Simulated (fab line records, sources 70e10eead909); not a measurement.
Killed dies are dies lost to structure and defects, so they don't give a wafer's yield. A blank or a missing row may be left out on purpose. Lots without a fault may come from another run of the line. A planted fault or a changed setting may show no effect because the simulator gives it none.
Chamber matching | flow nand_harc | NHARC_P_BONDPAD_DESCUM_11 on rie_diel-10: 4 sister chambers
The step chemistry O2, time 3 s. 4 wafers are shown with their chamber, then 9 later ones without.

WAFERS WITH THEIR CHAMBER
wafer  | chamber | drypump_motor_current_A (A)
L087.3 | 1       | 5.74
L088.1 | 2       | 5.59
L088.2 | 0       | 6.22
L088.3 | 3       | 5.39

WAFERS WITHOUT THEIR CHAMBER
wafer  | drypump_motor_current_A (A)
L090.2 | 5.38
L090.5 | 5.62
L090.6 | 5.75
L092.1 | 5.39
L092.4 | 5.59
L092.6 | 6.22
L097.3 | 6.19
L097.4 | 5.59
L097.6 | 5.74

WHICH CHAMBER EACH WENT THROUGH
wafer  | from the rows above | in truth
L090.2 | 3                   | 3
L090.5 | 2                   | 2
L090.6 | 1                   | 1
L092.1 | 3                   | 3
L092.4 | 2                   | 2
L092.6 | 0                   | 0
L097.3 | 0                   | 0
L097.4 | 2                   | 2
L097.6 | 1                   | 1
Placed correctly: 9 of 9. Can't be placed from these rows: 0. Placed wrongly: 0.
How it was worked out, from the rows above alone: a wafer's distance from a chamber is the root of the sum, over the readings, of the square of ((its reading less the chamber's mean) divided by the reading's scatter). The wafer belongs to the nearest chamber; if the next one is less than 2 further off, it can't be placed. A chamber's mean is the mean of its shown wafers. The scatter: with one shown wafer a chamber, the root of the mean of the squares of how far each hidden wafer lies from its nearest shown one.
